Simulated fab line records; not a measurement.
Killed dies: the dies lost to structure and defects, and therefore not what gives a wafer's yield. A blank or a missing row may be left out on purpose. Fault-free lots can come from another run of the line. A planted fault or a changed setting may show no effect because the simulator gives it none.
fab line records	flow n5Finfet
[record] lots = 5	wafers = 15	lastDay = 17
route steps=1938 shown BEOL_M8@1344 PASSIVATION@1936
lots untouched by any fault: they come from a run of this same line in which no faults occurred
startH: hours from the record's opening day to when the first of the lot's shown wafers began	waitH: hours since the lot's step before	" unchanged from the row above	L1.1+2: several wafers, shown together as one row	- no value, or no start was given	* or withheld: withheld	< > ~ a bound
route shown NAME@n: NAME is a module with steps in the file, n the number in the route of the first one	usual: mean and standard deviation over wafers with no fault	same: alike in all rows	chamber/n: place in a boat	sites: the reading at each site	_std_site: the standard deviation of these	_edge_site: mean of outer sites minus mean of inner sites	radiusMm: for every site, how far away it sits from the centre of the wafer	mask NAME#n: copy n	behind: tool/chamber where the wafer was last shaped	hold: the reason the lot was held/the length of the hold in hours/how it ended	device: the transistor (n, p or np) that didn't switch	end of line: the same wafers' tests at the end of the route	a step given without rows: its recipe and nothing more	killed: not the wafer's yield, but the dies lost to structure and defects at the first sort	map: per-die view of a wafer (x killed, . not killed, _ where there is no die)
set.NAME: the setting as run; set.NAME@STEP: as run at that earlier step	model.NAME: the simulator's own value behind a step, which no gauge read
lots at some steps of the route; a table a step, a row a wafer
services: the hour from which a tool's chamber was out of use, counted from the record's first day as startH (under 0 if before that day), plus the number of hours and why
[[steps]]
[step N5_BEOL_M8_DEVELOP_10]
[recipe] developTimeS = 30	developer = TMAH	resist = CAR-ArF	rinseLiquid = diw	dry = airSpin	devTempC = 23
[step N5_BEOL_M8_DESCUM_16]
[recipe] chemistry = O2	timeS = 7.9	sourcePowerW = 50	biasPowerW = 20	pressureMtorr = 20	rfFrequencyHz = 2.712e+07	tempC = 40	resist = CAR-ArF	o2FlowSccm = 225
[step N5_BEOL_M8_ETCH_61]
[recipe] chemistry = CF4	target = SiARC	targetDepthA = 455	maskMaterial = CAR-ArF	timeS = 75.8	ionEnergyEv = 80	pressureMtorr = 40	sourceW = 545	biasW = 36	Ar_flow_sccm = 100	cf4FlowSccm = 100	ends = cleared
[step N5_BEOL_M8_ETCH_62]
[recipe] chemistry = N2/H2	target = SOC	targetDepthA = 1100	overetchA = 220	maskMaterial = SiARC	tempC = 40	timeS = 165	ionEnergyEv = 200	pressureMtorr = 30	sourceW = 840	biasW = 150	n2FlowSccm = 200	h2FlowSccm = 200
[step N5_BEOL_M8_STRIP_68]
[recipe] chemistry = N2/H2	tempC = 40	n2FlowSccm = 200	h2FlowSccm = 200	rfFrequencyHz = 6e+07
[step N5_BEOL_M8_STRIP_67]
[recipe] chemistry = CF4	resist = SiARC	powerW = 300	biasPowerW = 75	pressureMtorr = 50	cf4FlowSccm = 150	rfFrequencyHz = 6e+07
[step N5_BEOL_M8_HM_OPEN_17]
[recipe] chemistry = Cl2/BCl3	targetDepthA = 200	overetchA = 60	target = TiN	maskMaterial = SOC	ionEnergyEv = 150	pressureMtorr = 10	icpW = 1000	biasW = 126	Cl2_flow_sccm = 53.25	bcl3FlowSccm = 21.75	Ar_flow_sccm = 25
[step N5_BEOL_M8_STRIP_19]
[recipe] chemistry = O2	powerW = 400	tempC = 40	pressureMtorr = 30	rfFrequencyHz = 6e+07	biasPowerW = 0	overashFraction = 0.2	o2FlowSccm = 225
[step N5_BEOL_M8_COAT_63]
[recipe] resist = SOC	tempC = 250	timeS = 60	spinRpm = 1500	resistThkNm = 60
[usual] spinSpeedRpm = 1499.9/0.95
lot.wafer	tool	chamber	startH	waitH	spinSpeedRpm	model.SOC_of_BEOL_M8_COAT_63.thkNm
L218.1	lithoTrack-05	0	237.04	0.1	1500.3	59.8
L218.3	"	0	"	"	1500.4	59.8
L218.6	"	0	"	"	1500.0	59.8
L228.1	lithoTrack-05	0	286.40	0.2	1572.7	58.6
L228.2	"	0	"	"	1573.8	58.4
L228.3	"	0	"	"	1572.0	58.4
L229.1	lithoTrack-05	0	294.61	1.0	1572.5	58.6
L229.3	"	0	"	"	1572.2	58.6
L229.4	"	0	"	"	1573.2	58.2
L227.2	lithoTrack-05	0	298.48	1.3	1573.1	58.4
L227.3	"	0	"	"	1572.9	58.6
L227.6	"	0	"	"	1572.6	58.6
L234.3	lithoTrack-04	0	333.05	0.9	1499.3	59.8
L234.5	"	0	"	"	1498.9	60
L234.6	"	0	"	"	1500.1	59.8
[step N5_BEOL_M8_COAT_64]
[recipe] resist = SiARC	tempC = 220	timeS = 60	spinRpm = 1500	resistThkNm = 12
[step N5_BEOL_M8_COAT_71]
[recipe] resist = underlayer	tempC = 205	timeS = 60	spinRpm = 1500	resistThkNm = 5
[step N5_BEOL_M8_COAT_22]
[recipe] resist = CAR-EUV	spinRpm = 1500	resistThkNm = 30
[step N5_BEOL_M8_EBR_24]
[recipe] solvent = PGMEA	ebrWidthMm = 1.5
[step N5_BEOL_M8_SOFTBAKE_23]
[recipe] tempC = 110	timeS = 60	resist = CAR-EUV
[step N5_BEOL_M8_EXPOSE_25]
[recipe] maskId = V7	na = 0.33	sourceShape = annular	sigmaInner = 0.4	sigmaOuter = 0.8	polarization = unpolarized	targetCdNm = 40	doseMj = 42.5
[step N5_BEOL_M8_PEB_26]
[recipe] pebTempC = 100	pebTimeS = 60	resist = CAR-EUV
[step N5_BEOL_M8_DEVELOP_27]
[recipe] developTimeS = 30	developer = TMAH	resist = CAR-EUV	rinseLiquid = surfactantRinse	dry = airSpin	devTempC = 23
[step N5_BEOL_M8_DESCUM_33]
[recipe] chemistry = O2	timeS = 7	sourcePowerW = 50	biasPowerW = 20	pressureMtorr = 20	rfFrequencyHz = 2.712e+07	tempC = 40	resist = CAR-EUV	o2FlowSccm = 225
[step N5_BEOL_M8_ETCH_72]
[recipe] chemistry = N2/H2	target = underlayer	targetDepthA = 65	maskMaterial = CAR-EUV	timeS = 5.2	ionEnergyEv = 200	pressureMtorr = 30	sourceW = 840	biasW = 150	n2FlowSccm = 200	h2FlowSccm = 200	ends = cleared
[step N5_BEOL_M8_ETCH_65]
[recipe] chemistry = CF4	target = SiARC	targetDepthA = 156	maskMaterial = CAR-EUV	timeS = 26	ionEnergyEv = 80	pressureMtorr = 40	sourceW = 545	biasW = 36	Ar_flow_sccm = 100	cf4FlowSccm = 100	ends = cleared
[step N5_BEOL_M8_ETCH_66]
[recipe] chemistry = N2/H2	target = SOC	targetDepthA = 800	overetchA = 160	maskMaterial = SiARC	tempC = 40	timeS = 120	ionEnergyEv = 200	pressureMtorr = 30	sourceW = 840	biasW = 150	n2FlowSccm = 200	h2FlowSccm = 200
[usual] drypumpMotorCurrentA = 5.7/0.45	h2FlowSccm = 199.9/0.61	oesProductAu = 0.62/0.077	rfVppV = 524.9/2.5	showerheadPlenumPTorr = 2.58/0.088	tempC = 40.00/0.11	throttleValvePct = 17.82/0.28
lot.wafer	tool	chamber	startH	waitH	drypumpMotorCurrentA	h2FlowSccm	oesProductAu	rfHoursCounterH	rfVppV	showerheadPlenumPTorr	tempC	throttleValvePct	model.etch.depthNm
L218.1	rieDiel-05	0	237.75	0.0	5.6	199.8	0.53	227	524.7	2.53	40.00	18.30	59.82
L218.3	"	2	"	"	5.5	199.5	0.54	221	527.2	2.63	39.93	17.86	59.83
L218.6	"	3	"	"	6.1	199.6	0.57	-	523.1	2.52	39.83	17.86	59.77
L228.1	rieDiel-02	2	286.88	0.0	6.4	199.8	0.60	106	525.2	2.68	40.07	17.80	58.52
L228.2	"	0	"	"	5.8	199.6	0.68	21	527.7	2.69	40.13	17.40	58.46
L228.3	"	1	"	"	5.8	199.4	0.52	239	526.4	2.62	40.06	18.14	58.46
L229.1	rieDiel-05	3	295.33	0.0	6.1	200.1	0.55	206	523.2	2.51	40.17	17.89	58.53
L229.3	"	0	"	"	5.6	199.6	0.52	247	522.0	2.52	40.03	18.33	58.64
L229.4	"	3	"	"	6.1	200.6	0.55	-	524.0	2.51	40.14	17.90	58.28
L227.2	rieDiel-05	3	299.20	0.0	6.1	198.5	0.55	208	522.8	2.51	39.89	17.90	58.4
L227.3	"	0	"	"	5.6	200.3	0.52	249	522.7	2.52	40.32	18.34	58.56
L227.6	"	1	"	"	6.5	199.7	0.69	-	527.2	2.69	39.85	17.68	58.62
L234.3	rieDiel-02	3	337.63	0.1	4.9	199.6	0.71	-	522.4	2.51	40.08	17.56	59.9
L234.5	"	0	"	"	5.8	200.3	0.66	-	526.6	2.68	40.05	17.46	59.94
L234.6	"	3	"	"	4.9	200.2	0.70	-	522.3	2.51	39.97	17.58	59.89
[step N5_BEOL_M8_STRIP_69]
[recipe] chemistry = N2/H2	tempC = 40	n2FlowSccm = 200	h2FlowSccm = 200	rfFrequencyHz = 6e+07
[step N5_BEOL_M8_STRIP_73]
[recipe] chemistry = N2/H2	tempC = 40	n2FlowSccm = 200	h2FlowSccm = 200	rfFrequencyHz = 6e+07
[step N5_BEOL_M8_VIA_ETCH_34]
[recipe] chemistry = C4F6/O2	target = SiCOH_lowk	targetDepthA = 1255	maskMaterial = SOC	taperDeg = 4	timeS = 50.5	ionEnergyEv = 250	pressureMtorr = 30	sourceW = 345	biasW = 185	Ar_flow_sccm = 300	C4F6_flow_sccm = 10	O2_flow_sccm = 10
[usual] drypumpMotorCurrentA = 5.7/0.45	oes_ar_750_au = 0.80/0.1	oesProductAu = 0.80/0.11	rfVppV = 673/11	showerheadPlenumPTorr = 2.89/0.1	throttleValvePct = 20.88/0.28
lot.wafer	tool	chamber	startH	waitH	drypumpMotorCurrentA	oes_ar_750_au	oesProductAu	rfHoursCounterH	rfVppV	showerheadPlenumPTorr	throttleValvePct	model.SOC_of_BEOL_M8_COAT_63.thkNm
L218.1	rieDiel-05	0	237.85	0.0	5.6	0.69	0.68	227	685	2.81	21.30	54
L218.3	"	2	"	"	5.5	0.72	0.70	221	668	2.91	20.68	53.8
L218.6	"	3	"	"	6.1	0.74	0.73	-	667	2.83	21.03	53.8
L228.1	rieDiel-02	2	286.98	0.0	6.4	0.79	0.81	106	682	2.99	20.90	52.2
L228.2	"	0	"	"	5.8	0.90	0.91	21	679	3.03	20.57	52.4
L228.3	"	1	"	"	5.8	0.68	0.67	239	661	2.91	21.08	52.8
L229.1	rieDiel-05	3	295.44	0.0	6.1	0.73	0.71	206	669	2.82	21.04	52.6
L229.3	"	0	"	"	5.6	0.67	0.66	247	686	2.80	21.35	53
L229.4	"	3	"	"	6.1	0.73	0.71	-	667	2.82	21.04	52.4
L227.2	rieDiel-05	3	299.30	0.0	6.1	0.72	0.71	208	668	2.82	21.04	52.6
L227.3	"	0	"	"	5.6	0.67	0.67	249	685	2.80	21.34	52.8
L227.6	"	1	"	"	6.5	0.90	0.93	-	679	3.04	20.91	52.6
L234.3	rieDiel-02	3	337.76	0.0	4.9	0.93	0.94	-	683	2.77	20.48	53.8
L234.5	"	0	"	"	5.8	0.85	0.87	-	680	3.02	20.60	53.8
L234.6	"	3	"	"	4.9	0.92	0.94	-	683	2.77	20.47	53.8
[step N5_BEOL_M8_STRIP_76]
[recipe] chemistry = C4F6/O2	resist = SiARC	rfFrequencyHz = 6e+07
[step N5_PASSIVATION_PROBE_49]
[usual] defectLimitedYield = 91.6/1.4	killed_at_M0_to_M3 = 35/10	killed_at_M4_up = 13/4.8	killedAtContacts = 12/7.2	killedAtFrontEnd = 36/12	killedAtOther = 4/3.1	killedDies = 100/17	killedOpen = 66/13	killedShort = 32/7.3	sort_bin_5_function = 5.0/0.94	sort_bin_6_memory = 3.1/0.67	sortNPass = 1080/17	sortYieldPct = 91.6/1.4
[same] grossDies = 1180	killedAtBackSide = 0	sort_bin_4_leakage[%] = 0	sort_bin_8_speed[%] = 0
lot.wafer	tool	chamber	startH	waitH	defectLimitedYield[%]	killed_at_M0_to_M3	killed_at_M4_up	killedAtContacts	killedAtFrontEnd	killedAtOther	killedDies	killedOpen	killedShort	sort_bin_5_function[%]	sort_bin_6_memory[%]	sortNPass	sortYieldPct[%]
L218.1	prober-02	-	311.73	0.0	90.1	47	24	16	29	1	117	72	45	6.5	3.1	1063	90.1
L218.3	prober-02	-	311.83	0.1	90.3	51	12	21	27	3	114	77	33	5.6	3.4	1066	90.3
L218.6	prober-02	-	311.98	0.3	90.3	58	18	13	25	0	114	66	41	5.8	3.4	1066	90.3
L228.1	prober-02	-	376.75	0.0	91.9	40	9	12	29	5	95	62	33	4.8	3.1	1085	91.9
L228.2	prober-02	-	376.80	0.1	90.8	29	9	15	43	13	109	79	30	5.3	3.7	1071	90.8
L228.3	prober-02	-	376.85	0.1	91.4	26	17	5	44	10	102	54	47	5.0	3.1	1078	91.4
L229.1	prober-02	-	377.05	0.3	91.7	40	5	14	35	4	98	59	39	5.0	3.1	1082	91.7
L229.3	prober-02	-	377.15	0.4	91.1	35	17	5	39	9	105	65	40	4.7	3.8	1075	91.1
L229.4	prober-02	-	377.20	0.5	88.6	54	11	8	55	6	134	92	41	6.9	4.3	1046	88.6
L227.2	prober-01	-	389.65	0.1	90.7	26	16	9	55	4	110	56	51	5.3	3.4	1070	90.7
L227.3	prober-01	-	389.70	0.1	91.3	43	11	10	36	3	103	71	32	5.8	2.7	1077	91.3
L227.6	prober-01	-	389.85	0.3	93.0	23	15	14	31	0	83	53	30	3.9	3.0	1097	93.0
L234.3	prober-01	-	409.24	0.1	93.1	48	10	8	16	0	82	56	26	4.6	2.2	1098	93.1
L234.5	prober-01	-	409.34	0.2	93.5	31	5	9	30	2	77	55	22	4.3	1.8	1103	93.5
L234.6	prober-01	-	409.39	0.3	92.3	27	12	13	38	1	91	63	28	4.2	3.0	1089	92.3
// killed by level:class
L218.1 BEOL_M0_SAQP:geometricParticle:short=14 BEOL_M4:geometricParticle:open=14 MOL_CONTACT_COAG:geometricParticle:open=13 BEOL_M0_SAQP:geometricParticle:open=13 FIN_SAQP:geometricParticle:open=8 FIN_SAQP:geometricParticle:short=6 BEOL_M3:geometricParticle:open=6 BEOL_M1:geometricParticle:short=5
L218.3 BEOL_M0_SAQP:geometricParticle:open=15 MOL_CONTACT_COAG:geometricParticle:open=14 BEOL_M3:geometricParticle:open=12 BEOL_M0_SAQP:geometricParticle:short=11 MOL_CONTACT_COAG:geometricParticle:short=7 BEOL_M1:geometricParticle:open=6 GATE_CUT:geometricParticle:short=5 BEOL_M2:geometricParticle:open=5
L218.6 BEOL_M0_SAQP:geometricParticle:short=17 BEOL_M2:geometricParticle:open=13 BEOL_M0_SAQP:geometricParticle:open=13 MOL_CONTACT_COAG:geometricParticle:open=10 BEOL_M3:geometricParticle:open=5 BEOL_M4:geometricParticle:open=5 BEOL_M8:geometricParticle:open=5 STARTING-WAFER:geometricParticle:short=5
L228.1 MOL_CONTACT_COAG:geometricParticle:open=9 BEOL_M0_SAQP:geometricParticle:open=8 BEOL_M3:geometricParticle:open=8 BEOL_M0_SAQP:geometricParticle:short=8 BEOL_M0:geometricParticle:open=7 FIN_SAQP:geometricParticle:open=5 STARTING-WAFER:geometricParticle:short=5 FIN_SAQP:geometricParticle:short=4
L228.2 FIN_SAQP:geometricParticle:open=18 MOL_CONTACT_COAG:geometricParticle:open=14 STI_FIN_REVEAL:geometricParticle:open=6 BEOL_M0_SAQP:geometricParticle:open=6 MIM_TOP_ETCH:geometricParticle:open=6 BEOL_M1:geometricParticle:open=5 MIM_TOP_ETCH:geometricParticle:short=5 FIN_SAQP:geometricParticle:short=4
L228.3 BEOL_M0_SAQP:geometricParticle:short=13 STI_FIN_REVEAL:geometricParticle:open=10 BEOL_M0_SAQP:geometricParticle:open=6 BEOL_M4:geometricParticle:open=6 GATE_CUT:geometricParticle:short=5 ILD0:geometricParticle:short=4 BEOL_M4:geometricParticle:short=4 FIN_SAQP:geometricParticle:short=3
L229.1 MOL_CONTACT_COAG:geometricParticle:open=12 FIN_SAQP:geometricParticle:short=11 BEOL_M3:geometricParticle:open=9 BEOL_M0_SAQP:geometricParticle:open=8 BEOL_M0_SAQP:geometricParticle:short=7 FIN_SAQP:geometricParticle:open=6 BEOL_M3:geometricParticle:short=5 FIN_CUT:geometricParticle:short=3
L229.3 FIN_SAQP:geometricParticle:open=13 BEOL_M4:geometricParticle:open=13 FIN_SAQP:geometricParticle:short=8 BEOL_M2:geometricParticle:open=7 BEOL_M0_SAQP:geometricParticle:short=7 BEOL_M1:geometricParticle:short=6 BEOL_M1:geometricParticle:open=6 MOL_CONTACT_COAG:geometricParticle:open=5
L229.4 BEOL_M0_SAQP:geometricParticle:open=19 FIN_SAQP:geometricParticle:open=16 STI_FIN_REVEAL:geometricParticle:open=15 BEOL_M0_SAQP:geometricParticle:short=11 BEOL_M3:geometricParticle:open=9 FIN_SAQP:geometricParticle:short=7 MOL_CONTACT_COAG:geometricParticle:open=6 BEOL_M2:geometricParticle:open=6
L227.2 FIN_SAQP:geometricParticle:short=28 FIN_SAQP:geometricParticle:open=11 BEOL_M0_SAQP:geometricParticle:short=9 MOL_CONTACT_COAG:geometricParticle:open=8 BEOL_M4:geometricParticle:open=7 STI_FIN_REVEAL:geometricParticle:open=6 BEOL_M1:geometricParticle:open=6 BEOL_M7:geometricParticle:open=5
L227.3 MOL_CONTACT_COAG:geometricParticle:open=10 BEOL_M0_SAQP:geometricParticle:short=10 BEOL_M0_SAQP:geometricParticle:open=7 BEOL_M2:geometricParticle:open=7 DUMMY_GATE:geometricParticle:open=6 BEOL_M5:geometricParticle:open=6 STARTING-WAFER:geometricParticle:open=6 DUMMY_GATE:geometricParticle:short=5
L227.6 MOL_CONTACT_COAG:geometricParticle:open=9 BEOL_M4:geometricParticle:open=7 BEOL_M0_SAQP:geometricParticle:open=6 BEOL_M0_SAQP:geometricParticle:short=6 STARTING-WAFER:geometricParticle:open=6 FIN_SAQP:geometricParticle:short=5 STI_FIN_REVEAL:geometricParticle:open=5 MOL_CONTACT_COAG:geometricParticle:short=5
L234.3 BEOL_M0_SAQP:geometricParticle:short=11 BEOL_M0_SAQP:geometricParticle:open=11 BEOL_M3:geometricParticle:open=10 BEOL_M1:geometricParticle:open=7 MOL_CONTACT_COAG:geometricParticle:open=6 GATE_CUT:geometricParticle:short=5 BEOL_M2:geometricParticle:open=5 BEOL_M4:geometricParticle:open=3
L234.5 BEOL_M0_SAQP:geometricParticle:open=10 BEOL_M1:geometricParticle:open=8 MOL_CONTACT_COAG:geometricParticle:open=7 FIN_SAQP:geometricParticle:short=6 FIN_SAQP:geometricParticle:open=6 DUMMY_GATE:geometricParticle:open=6 BEOL_M0_SAQP:geometricParticle:short=6 STI_FIN_REVEAL:geometricParticle:open=5
L234.6 STI_FIN_REVEAL:geometricParticle:open=15 MOL_CONTACT_COAG:geometricParticle:open=11 BEOL_M0_SAQP:geometricParticle:open=10 BEOL_M0_SAQP:geometricParticle:short=7 GATE_CUT:geometricParticle:open=3 GATE_CUT:geometricParticle:short=3 BEOL_M3:geometricParticle:open=3 BEOL_M3:geometricParticle:short=3
[[services]]
tool	chamber	startH	hours	kind
lithoTrack-05	-	228.58	-	consumableReplace:filter
rieDiel-05	1	232.24	-	clean
rieDiel-05	1	232.24	-	consumableReplace:focusRing
rieDiel-05	1	232.24	-	consumableReplace:showerhead
rieDiel-05	1	232.24	23.2	scheduledDown
rieDiel-05	1	232.24	23.2	ventCycle
rieDiel-02	1	236.01	1.8	repair
rieDiel-02	-	268.92	2.8	pm
rieDiel-02	3	279.76	-	clean
rieDiel-02	3	279.76	-	consumableReplace:focusRing
rieDiel-02	3	279.76	24.2	scheduledDown
rieDiel-05	2	293.30	10.5	repair
rieDiel-05	-	300.33	0.8	repair
rieDiel-02	0	304.01	13.7	repair
rieDiel-05	0	304.85	-	clean
rieDiel-05	0	304.85	-	consumableReplace:focusRing
rieDiel-05	0	304.85	18.9	scheduledDown
rieDiel-05	0	304.85	18.9	ventCycle
rieDiel-05	2	324.63	-	clean
rieDiel-05	2	324.63	-	consumableReplace:focusRing
rieDiel-05	2	324.63	16.0	scheduledDown
rieDiel-05	2	324.63	16.0	ventCycle
rieDiel-02	2	329.23	17.8	repair
rieDiel-05	-	333.67	14.6	pm
[[key]]
[firstSign] step = N5_BEOL_M8_COAT_63	reading = spinSpeedRpm	direction = up	sigmas = 77	usual = *	struck = *
effect none on later readings
[modelEffect] step = N5_BEOL_M8_COAT_63	value = SOC_of_BEOL_M8_COAT_63.thkNm	without = 59.89	struck = 58.49
[modelEffect] step = N5_BEOL_M8_ETCH_66	value = etch.depthNm	without = 59.89	struck = 58.5
[modelEffect] step = N5_BEOL_M8_VIA_ETCH_34	value = SOC_of_BEOL_M8_COAT_63.thkNm	without = 54	struck = 52.6
metAt N5_BEOL_M8_COAT_63
struckWafers L227.2,L227.3,L227.6,L228.1,L228.2,L228.3,L229.1,L229.3,L229.4
onsetBetween 237.04 286.40
[earlierFault] kind = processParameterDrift	tool = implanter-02	chamber = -	onsetH = 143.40	steps = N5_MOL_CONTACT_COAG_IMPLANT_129	channel = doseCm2	offset = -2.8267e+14	shape = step	actsIn = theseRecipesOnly	stated = 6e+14
[fault] kind = processParameterDrift	tool = lithoTrack-05	chamber = -	onsetH = 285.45	steps = N5_BEOL_M8_COAT_63	channel = spinRpm	offset = *	shape = step	actsIn = *	stated = *
